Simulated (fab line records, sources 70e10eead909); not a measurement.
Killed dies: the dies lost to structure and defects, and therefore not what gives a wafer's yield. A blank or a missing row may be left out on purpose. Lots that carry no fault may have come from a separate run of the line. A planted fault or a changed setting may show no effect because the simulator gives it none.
Which tool did it? -- flow nand-harc -- 11 lots, 33 wafers sampled, at 5 steps of a route of 1302

WHAT THE GAUGES READ, wafer by wafer
NHARC_A_CONTACT_CD_MEAS_69: the cd target is 300 nm. Usual: cd-nm 300.1 nm, standard deviation 0.53.
lot,measured,on,cd-nm (nm),flag
L602,day 22 09:10,cd-sem-01,299.9 299.7 300.8,
L603,day 22 18:30,cd-sem-01,300.9 299.6 300.5,
L604,day 23 05:16,cd-sem-02,300.3 299.4 299.7,
L606,day 23 11:00,cd-sem-02,300.7 299.7 299.1,
L605,day 23 11:24,cd-sem-01,300.2 300.5 300.2,
L607,day 23 16:13,cd-sem-02,298.6 300.7 300.2,
L609,day 24 13:07,cd-sem-03,299.8 300.4 300.1,
L615,day 27 18:32,cd-sem-03,299.5 300.2 299.6,
L617,day 28 01:07,cd-sem-02,299.9 300.4 299.3,
L618,day 28 07:05,cd-sem-01,301.1 301.0 301.1,
L620,day 29 00:34,cd-sem-02,299.6 299.6 300.2,

NHARC_END_SORT_01. Usual: killed-at-array 59, standard deviation 17; killed-at-other 0.9, standard deviation 1.6; killed-at-periphery 3.7, standard deviation 2.3; killed-dies 64, standard deviation 17; killed-open 3.3, standard deviation 1.8; killed-short 2.4, standard deviation 1.6.
lot,measured,on,killed-at-array,killed-at-other,killed-at-periphery,killed-dies,killed-open,killed-short,flag
L606,day 25 21:14,prober-02,673 674 672,0 1 0,4 2 5,677 677 677,5 4 2,3 4 4,OFF
L605,day 26 05:42,prober-01,669 672 664,3 1 6,5 4 7,677 677 677,1 1 0,3 1 2,OFF
L607,day 26 05:04,prober-02,674 673 674,0 0 0,3 4 3,677 677 677,5 4 4,4 1 3,OFF

TOOL THAT RAN EACH LOT (tool first, then ch and the chambers of the sampled wafers, then the start)
lot,NHARC_A_CONTACT_DESCUM_74,NHARC_A_CONTACT_ETCH_75,NHARC_A_CONTACT_ETCH_78
L602,"rie-diel-12 ch 0,1, day 22 09:21","rie-diel-12 ch 2,3, day 22 09:26","rie-diel-12 ch 0,1, day 22 09:58"
L603,"rie-diel-12 ch 2,3, day 22 18:41","rie-diel-12 ch 1,3, day 22 18:46","rie-diel-12 ch 1,2,3, day 22 19:29"
L604,"rie-diel-03 ch 0,2,3, day 23 05:28","rie-diel-03 ch 0,2,3, day 23 05:33","rie-diel-03 ch 0,1,2, day 23 06:04"
L606,"rie-diel-12 ch 0,2, day 23 11:11","rie-diel-12 ch 2,3, day 23 11:17","rie-diel-12 ch 0,2,3, day 23 11:54"
L605,"rie-diel-03 ch 0,2,3, day 23 11:35","rie-diel-03 ch 0,3, day 23 11:40","rie-diel-03 ch 1,2,3, day 23 12:17"
L607,"rie-diel-03 ch 1,2,3, day 23 16:25","rie-diel-03 ch 2,3, day 23 16:29","rie-diel-03 ch 0,2,3, day 23 17:13"
L609,"rie-diel-12 ch 0,2,3, day 24 13:19","rie-diel-12 ch 0,1,3, day 24 13:24","rie-diel-12 ch 0,1,3, day 24 14:00"
L615,"rie-diel-12 ch 1,2,3, day 27 18:43","rie-diel-12 ch 0,2,3, day 27 18:48","rie-diel-12 ch 1,2,3, day 27 19:20"
L617,"rie-diel-03 ch 0,1,3, day 28 01:19","rie-diel-03 ch 1,2,3, day 28 01:23","rie-diel-03 ch 0,1,3, day 28 01:55"
L618,"rie-diel-12 ch 0,3, day 28 07:16","rie-diel-12 ch 0,2,3, day 28 07:22","rie-diel-12 ch 0,2, day 28 08:20"
L620,"rie-diel-12 ch 1,2,3, day 29 00:45","rie-diel-12 ch 1,2, day 29 00:50","rie-diel-12 ch 2,3, day 29 01:21"
- NHARC_A_CONTACT_DESCUM_74: chemistry O2, time 3 s.
- NHARC_A_CONTACT_ETCH_75: etches the open film in CF4, target depth 39 nm, time 65 s.
- NHARC_A_CONTACT_ETCH_78: etches the open film in O2/COS, target depth 5300 nm, time 1378 s.

AS READ BY THE TOOLS THEMSELVES (means over the sampled wafers that have a number; for cases with no such wafer, the mark the record gives instead)
NHARC_A_CONTACT_DESCUM_74. Usual: drypump-motor-current-A 5.6 A, standard deviation 0.4; oes-product-au 1.001 a.u., standard deviation 0.014; rf-vpp-V 57.7 V, standard deviation 0.92; showerhead-plenum-p-Torr 1.89 Torr, standard deviation 0.082; throttle-valve-pct 11.312 %, standard deviation 0.0077.
lot,tool,drypump-motor-current-A (A),oes-product-au (a.u.),rf-vpp-V (V),showerhead-plenum-p-Torr (Torr),throttle-valve-pct (%),flag
L602,rie-diel-12,5.2,1.001,57.9,1.86,11.308,
L603,rie-diel-12,5.8,0.993,57.6,1.92,11.319,
L604,rie-diel-03,6.0,0.997,57.2,1.87,11.306,
L606,rie-diel-12,5.2,1.002,58.2,1.82,11.310,
L605,rie-diel-03,6.0,0.997,57.3,1.86,11.305,
L607,rie-diel-03,5.8,1.000,56.9,1.90,11.312,
L609,rie-diel-12,5.5,1.000,57.8,1.86,11.317,
L615,rie-diel-12,5.8,1.012,57.0,1.88,11.309,
L617,rie-diel-03,5.9,1.009,57.4,1.86,11.311,
L618,rie-diel-12,5.2,0.996,57.8,1.88,11.310,
L620,rie-diel-12,5.8,0.997,57.9,1.88,11.311,

NHARC_A_CONTACT_ETCH_75. Usual: bias-w is 99.99 W with standard deviation 0.29, cf4-flow-sccm is 150.0 sccm with standard deviation 0.44, drypump-motor-current-A is 5.6 A with standard deviation 0.4, oes-product-au is 1.000 a.u. with standard deviation 0.013, rf-vpp-V is 151.0 V with standard deviation 1.2, showerhead-plenum-p-Torr is 1.75 Torr with standard deviation 0.071, and throttle-valve-pct is 13.283 % with standard deviation 0.0088.
lot,tool,bias-w (W),cf4-flow-sccm (sccm),drypump-motor-current-A (A),oes-product-au (a.u.),rf-vpp-V (V),showerhead-plenum-p-Torr (Torr),throttle-valve-pct (%),flag
L602,rie-diel-12,100.05,149.5,5.8,0.997,151.8,1.77,13.288,
L603,rie-diel-12,99.82,149.9,5.9,0.997,151.1,1.78,13.286,
L604,rie-diel-03,99.98,149.9,6.0,0.990,150.5,1.73,13.285,
L606,rie-diel-12,100.00,150.4,5.8,0.998,151.1,1.77,13.291,
L605,rie-diel-03,99.89,149.7,6.0,0.993,150.6,1.69,13.283,
L607,rie-diel-03,99.87,150.0,5.9,0.994,151.2,1.73,13.280,
L609,rie-diel-12,99.75,149.6,5.5,0.992,150.7,1.76,13.282,
L615,rie-diel-12,100.12,150.2,5.5,1.014,150.3,1.73,13.281,
L617,rie-diel-03,99.89,150.0,5.8,0.997,150.4,1.75,13.274,
L618,rie-diel-12,100.18,150.3,5.5,1.007,150.4,1.72,13.278,
L620,rie-diel-12,99.99,149.8,5.9,1.003,150.5,1.71,13.276,

NHARC_A_CONTACT_ETCH_78. Usual: bias-w is 300.1 W with standard deviation 0.95, chamber-pressure-mTorr is 20.001 mTorr with standard deviation 0.019, drypump-motor-current-A is 5.7 A with standard deviation 0.38, oes-product-au is 1.000 a.u. with standard deviation 0.014, rf-vpp-V is 313.7 V with standard deviation 2.1, showerhead-plenum-p-Torr is 3.09 Torr with standard deviation 0.13, and throttle-valve-pct is 28.330 % with standard deviation 0.0097.
lot,tool,bias-w (W),chamber-pressure-mTorr (mTorr),drypump-motor-current-A (A),oes-product-au (a.u.),rf-vpp-V (V),showerhead-plenum-p-Torr (Torr),throttle-valve-pct (%),flag
L602,rie-diel-12,299.2,20.025,5.6,1.000,313.7,3.05,28.327,
L603,rie-diel-12,300.7,20.016,5.9,0.999,313.6,3.08,28.321,
L604,rie-diel-03,300.7,19.998,5.9,0.991,313.9,3.11,28.334,
L606,rie-diel-12,-,-,-,-,-,-,-,OFF
L605,rie-diel-03,-,-,-,-,-,-,-,OFF
L607,rie-diel-03,-,-,-,-,-,-,-,OFF
L609,rie-diel-12,300.0,19.989,5.6,1.001,313.6,3.10,28.331,
L615,rie-diel-12,300.1,20.018,5.9,1.010,314.1,3.07,28.331,
L617,rie-diel-03,300.3,19.992,5.9,1.008,313.0,3.03,28.329,
L618,rie-diel-12,299.8,20.000,5.4,1.012,311.5,2.94,28.321,
L620,rie-diel-12,299.4,19.988,5.8,1.008,312.1,3.01,28.333,

THE ANSWER, worked out from the rows above alone
Rule: take the mean of a lot's wafers that have a number; if it is more than 3 standard deviations from the usual mean, the lot is off. Also off: a lot with no number at a reading for which 4 or more lots have one. Any other lot the step has rows for is counted as sound. The gauges are gone through in route order, then the tools' own readings, and for those a lot's mean is taken as printed above. The first step at which some lot is off is used, and at that step the reading that is off furthest; a lot without a number counts as furthest.
Off at NHARC_END_SORT_01 (killed-at-array): L606, L605, L607. Neither off nor sound, because the step has no rows for them: L602, L603, L604, L609, L615, L617, L618, L620.
If a tool, at a process step before that reading, ran all the lots that are off and no sound lot after the first of them, it fits. Not tried: the gauges at NHARC_END_SORT_01; whatever is off there is also off at NHARC_A_CONTACT_ETCH_78, on other tools, and gauge error can't account for it. Not one of the candidates tried fits.

WHAT WAS PUT IN BY THE SIMULATOR
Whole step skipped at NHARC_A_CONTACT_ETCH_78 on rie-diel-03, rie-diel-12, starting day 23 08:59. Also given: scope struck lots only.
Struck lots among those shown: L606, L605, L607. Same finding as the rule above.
